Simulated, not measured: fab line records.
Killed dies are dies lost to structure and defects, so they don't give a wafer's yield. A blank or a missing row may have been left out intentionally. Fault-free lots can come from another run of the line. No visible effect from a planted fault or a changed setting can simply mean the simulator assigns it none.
Which of the tools did it? / flow nand_harc / Sampling: 13 lots, 39 wafers, 5 of 1302 route steps

## WHAT THE GAUGES READ, wafer by wafer
NHARC_A_BONDPAD_THK_MEAS_30: measures by ellipsometry.
lot=L304; measured=day 22 22:12; on=film_metro-01; thk_nm (nm)=202.2 200.8 198.4
lot=L305; measured=day 23 13:53; on=film_metro-02; thk_nm (nm)=199.9 199.4 199.6
lot=L307; measured=day 24 07:58; on=film_metro-02; thk_nm (nm)=201.1 197.9 200.7
lot=L308; measured=day 25 00:55; on=film_metro-01; thk_nm (nm)=200.7 199.6 202.2
lot=L309; measured=day 25 00:18; on=film_metro-01; thk_nm (nm)=199.2 199.4 198.7
lot=L310; measured=day 24 21:01; on=film_metro-01; thk_nm (nm)=201.2 199.6 202.0
lot=L311; measured=day 26 09:52; on=film_metro-01; thk_nm (nm)=200.3 199.9 200.1
lot=L313; measured=day 27 07:28; on=film_metro-01; thk_nm (nm)=199.2 201.8 201.2
lot=L315; measured=day 28 05:41; on=film_metro-02; thk_nm (nm)=198.1 201.8 200.2
lot=L316; measured=day 28 16:40; on=film_metro-01; thk_nm (nm)=200.4 200.1 198.3
lot=L317; measured=day 28 08:57; on=film_metro-02; thk_nm (nm)=201.0 199.1 200.6
lot=L322; measured=day 30 09:53; on=film_metro-01; thk_nm (nm)=202.6 200.5 202.8
lot=L323; measured=day 31 06:11; on=film_metro-02; thk_nm (nm)=201.8 198.2 200.2

NHARC_END_SORT_01.
lot=L322; measured=day 31 19:13; on=prober-01; defect_limited_yield (%)=46.5 48.9 46.7; killed_at_array=60 68 58; killed_at_other=0 0 0; killed_at_periphery=302 278 303; killed_dies=362 346 361; killed_open=2 2 0; killed_short=3 1 2
lot=L323; measured=day 32 21:46; on=prober-02; defect_limited_yield (%)=51.6 53.5 53.2; killed_at_array=33 20 16; killed_at_other=0 0 0; killed_at_periphery=295 295 301; killed_dies=328 315 317; killed_open=5 2 1; killed_short=2 0 0

## WHAT TOOL EACH LOT RAN ON (gives the tool, then ch and the chambers of the sampled wafers, and finally the start)
lot=L304; NHARC_P_M2_ECD_22=ecd_cu-01 ch 0,1, day 6 20:47; NHARC_A_BONDPAD_ETCH_24=rie_diel-03 ch 0,1,2, day 23 19:25 or earlier; NHARC_THIN_TSV_DEGAS_49=pvd_sputter-01, day 23 19:25
lot=L305; NHARC_P_M2_ECD_22=ecd_cu-02 ch 0,1, day 7 02:53; NHARC_A_BONDPAD_ETCH_24=rie_diel-03 ch 0,1,2, day 24 07:56 or earlier; NHARC_THIN_TSV_DEGAS_49=pvd_sputter-01, day 24 07:56
lot=L307; NHARC_P_M2_ECD_22=ecd_cu-02 ch 1, day 7 22:25; NHARC_A_BONDPAD_ETCH_24=rie_diel-13 ch 0,1, day 24 09:23; NHARC_THIN_TSV_DEGAS_49=pvd_sputter-01, day 25 05:38
lot=L308; NHARC_P_M2_ECD_22=ecd_cu-01 ch 0,1, day 8 05:22; NHARC_A_BONDPAD_ETCH_24=rie_diel-03 ch 1,2,3, day 25 20:37 or earlier; NHARC_THIN_TSV_DEGAS_49=pvd_sputter-02, day 25 20:37
lot=L309; NHARC_P_M2_ECD_22=ecd_cu-01 ch 0,1, day 8 16:34; NHARC_A_BONDPAD_ETCH_24=rie_diel-13 ch 0,1,2, day 25 19:32 or earlier; NHARC_THIN_TSV_DEGAS_49=pvd_sputter-01, day 25 19:32
lot=L310; NHARC_P_M2_ECD_22=ecd_cu-02 ch 0,1, day 8 23:51; NHARC_A_BONDPAD_ETCH_24=rie_diel-13 ch 1,2,3, day 25 15:07 or earlier; NHARC_THIN_TSV_DEGAS_49=pvd_sputter-02, day 25 15:07
lot=L311; NHARC_P_M2_ECD_22=ecd_cu-01 ch 0,1, day 9 09:40; NHARC_A_BONDPAD_ETCH_24=rie_diel-12 ch 0,1,3, day 27 05:38 or earlier; NHARC_THIN_TSV_DEGAS_49=pvd_sputter-03, day 27 05:38
lot=L313; NHARC_P_M2_ECD_22=ecd_cu-02 ch 0,1, day 10 17:24; NHARC_A_BONDPAD_ETCH_24=rie_diel-13 ch 0,2,3, day 28 02:02 or earlier; NHARC_THIN_TSV_DEGAS_49=pvd_sputter-01, day 28 02:02
lot=L315; NHARC_P_M2_ECD_22=ecd_cu-02 ch 0,1, day 11 00:41; NHARC_A_BONDPAD_ETCH_24=rie_diel-13 ch 0,1,2, day 28 23:59 or earlier; NHARC_THIN_TSV_DEGAS_49=pvd_sputter-01, day 28 23:59
lot=L316; NHARC_P_M2_ECD_22=ecd_cu-01 ch 0,1, day 11 15:37; NHARC_A_BONDPAD_ETCH_24=rie_diel-03 ch 0,2, day 28 18:01; NHARC_THIN_TSV_DEGAS_49=pvd_sputter-02, day 29 22:19
lot=L317; NHARC_P_M2_ECD_22=ecd_cu-01 ch 0,1, day 11 20:24; NHARC_A_BONDPAD_ETCH_24=rie_diel-12 ch 2,3, day 29 01:13 or earlier; NHARC_THIN_TSV_DEGAS_49=pvd_sputter-03, day 29 01:13
lot=L322; NHARC_P_M2_ECD_22=ecd_cu-01 ch 0,1, day 14 01:26; NHARC_A_BONDPAD_ETCH_24=rie_diel-13 ch 0,1, day 31 04:28 or earlier; NHARC_THIN_TSV_DEGAS_49=pvd_sputter-03, day 31 04:28
lot=L323; NHARC_P_M2_ECD_22=ecd_cu-01 ch 1, day 14 16:39; NHARC_A_BONDPAD_ETCH_24=rie_diel-03 ch 1,2, day 31 07:35; NHARC_THIN_TSV_DEGAS_49=pvd_sputter-01, day 32 06:48
- NHARC_P_M2_ECD_22: material Cu, target thk 400 nm.
- NHARC_A_BONDPAD_ETCH_24: etches the open film in CF4/N2, target depth 30 nm, time 72.99 s.
- NHARC_THIN_TSV_DEGAS_49: time 120 s.

## AS READ BY THE TOOLS THEMSELVES (means over the sampled wafers that have a number; for cases with no such wafer, the mark the record gives instead)
NHARC_P_M2_ECD_22.
lot=L304; tool=ecd_cu-01; bath_heat_duty_pct (%)=6.1
lot=L305; tool=ecd_cu-02; bath_heat_duty_pct (%)=6.6
lot=L307; tool=ecd_cu-02; bath_heat_duty_pct (%)=6.1
lot=L308; tool=ecd_cu-01; bath_heat_duty_pct (%)=5.9
lot=L309; tool=ecd_cu-01; bath_heat_duty_pct (%)=6.3
lot=L310; tool=ecd_cu-02; bath_heat_duty_pct (%)=6.6
lot=L311; tool=ecd_cu-01; bath_heat_duty_pct (%)=6.4
lot=L313; tool=ecd_cu-02; bath_heat_duty_pct (%)=6.6
lot=L315; tool=ecd_cu-02; bath_heat_duty_pct (%)=6.8
lot=L316; tool=ecd_cu-01; bath_heat_duty_pct (%)=6.7
lot=L317; tool=ecd_cu-01; bath_heat_duty_pct (%)=6.2
lot=L322; tool=ecd_cu-01; bath_heat_duty_pct (%)=6.2
lot=L323; tool=ecd_cu-01; bath_heat_duty_pct (%)=5.6

NHARC_A_BONDPAD_ETCH_24.
lot=L304; tool=rie_diel-03; drypump_motor_current_A (A)=5.6; mfc_ar_sccm (sccm)=150.1; oes_product_au (a.u.)=1.015; rf_vpp_V (V)=312.2; showerhead_plenum_p_Torr (Torr)=2.50; throttle_valve_pct (%)=19.798
lot=L305; tool=rie_diel-03; drypump_motor_current_A (A)=5.6; mfc_ar_sccm (sccm)=149.9; oes_product_au (a.u.)=1.001; rf_vpp_V (V)=311.8; showerhead_plenum_p_Torr (Torr)=2.50; throttle_valve_pct (%)=19.794
lot=L307; tool=rie_diel-13; drypump_motor_current_A (A)=5.2; mfc_ar_sccm (sccm)=150.0; oes_product_au (a.u.)=1.010; rf_vpp_V (V)=311.4; showerhead_plenum_p_Torr (Torr)=2.47; throttle_valve_pct (%)=19.793
lot=L308; tool=rie_diel-03; drypump_motor_current_A (A)=5.4; mfc_ar_sccm (sccm)=150.0; oes_product_au (a.u.)=1.002; rf_vpp_V (V)=313.1; showerhead_plenum_p_Torr (Torr)=2.60; throttle_valve_pct (%)=19.805
lot=L309; tool=rie_diel-13; drypump_motor_current_A (A)=5.4; mfc_ar_sccm (sccm)=150.3; oes_product_au (a.u.)=1.009; rf_vpp_V (V)=312.8; showerhead_plenum_p_Torr (Torr)=2.57; throttle_valve_pct (%)=19.794
lot=L310; tool=rie_diel-13; drypump_motor_current_A (A)=5.6; mfc_ar_sccm (sccm)=149.5; oes_product_au (a.u.)=1.002; rf_vpp_V (V)=314.0; showerhead_plenum_p_Torr (Torr)=2.57; throttle_valve_pct (%)=19.787
lot=L311; tool=rie_diel-12; drypump_motor_current_A (A)=5.8; mfc_ar_sccm (sccm)=149.9; oes_product_au (a.u.)=0.990; rf_vpp_V (V)=313.4; showerhead_plenum_p_Torr (Torr)=2.57; throttle_valve_pct (%)=19.787
lot=L313; tool=rie_diel-13; drypump_motor_current_A (A)=5.2; mfc_ar_sccm (sccm)=150.3; oes_product_au (a.u.)=0.988; rf_vpp_V (V)=313.2; showerhead_plenum_p_Torr (Torr)=2.58; throttle_valve_pct (%)=19.793
lot=L315; tool=rie_diel-13; drypump_motor_current_A (A)=5.4; mfc_ar_sccm (sccm)=150.0; oes_product_au (a.u.)=1.001; rf_vpp_V (V)=313.9; showerhead_plenum_p_Torr (Torr)=2.57; throttle_valve_pct (%)=19.805
lot=L316; tool=rie_diel-03; drypump_motor_current_A (A)=5.8; mfc_ar_sccm (sccm)=150.1; oes_product_au (a.u.)=0.997; rf_vpp_V (V)=311.3; showerhead_plenum_p_Torr (Torr)=2.48; throttle_valve_pct (%)=19.797
lot=L317; tool=rie_diel-12; drypump_motor_current_A (A)=6.0; mfc_ar_sccm (sccm)=149.5; oes_product_au (a.u.)=1.012; rf_vpp_V (V)=316.1; showerhead_plenum_p_Torr (Torr)=2.66; throttle_valve_pct (%)=19.799
lot=L322; tool=rie_diel-13; drypump_motor_current_A (A)=5.6; mfc_ar_sccm (sccm)=149.9; oes_product_au (a.u.)=1.016; rf_vpp_V (V)=311.2; showerhead_plenum_p_Torr (Torr)=2.46; throttle_valve_pct (%)=19.801
lot=L323; tool=rie_diel-03; drypump_motor_current_A (A)=5.6; mfc_ar_sccm (sccm)=150.3; oes_product_au (a.u.)=0.992; rf_vpp_V (V)=311.9; showerhead_plenum_p_Torr (Torr)=2.50; throttle_valve_pct (%)=19.794

NHARC_THIN_TSV_DEGAS_49.
lot=L304; tool=pvd_sputter-01; heater_power_w (W)=436
lot=L305; tool=pvd_sputter-01; heater_power_w (W)=432
lot=L307; tool=pvd_sputter-01; heater_power_w (W)=424
lot=L308; tool=pvd_sputter-02; heater_power_w (W)=496
lot=L309; tool=pvd_sputter-01; heater_power_w (W)=430
lot=L310; tool=pvd_sputter-02; heater_power_w (W)=509
lot=L311; tool=pvd_sputter-03; heater_power_w (W)=453
lot=L313; tool=pvd_sputter-01; heater_power_w (W)=436
lot=L315; tool=pvd_sputter-01; heater_power_w (W)=468
lot=L316; tool=pvd_sputter-02; heater_power_w (W)=474
lot=L317; tool=pvd_sputter-03; heater_power_w (W)=459
lot=L322; tool=pvd_sputter-03; heater_power_w (W)=502
lot=L323; tool=pvd_sputter-01; heater_power_w (W)=439

## THE ANSWER, worked out from the rows above alone
Rule: the usual values come from the lots themselves. Put in order of their means at a reading, lots are off if they are a third of the lots or fewer, leave a main group of 4 or more, and stand apart from it by a gap of 3 or more times the standard deviation of the main group's means; of several such gaps the widest counts. A main group whose means are all the same, to the digits that the tables above print for the reading, isn't used. A lot without any number at a reading at which 4 lots or more have one is off too. All remaining lots with rows at the step are treated as sound. The gauges are gone through in route order, then the tools' own readings, and for those a lot's mean is taken as printed above. The first step at which some lot is off is used, and at that step the reading that is off furthest; a lot without a number counts as furthest.
None of the lots is off at any reading shown; this tells nothing.

## WHAT THE SIMULATOR PUT IN
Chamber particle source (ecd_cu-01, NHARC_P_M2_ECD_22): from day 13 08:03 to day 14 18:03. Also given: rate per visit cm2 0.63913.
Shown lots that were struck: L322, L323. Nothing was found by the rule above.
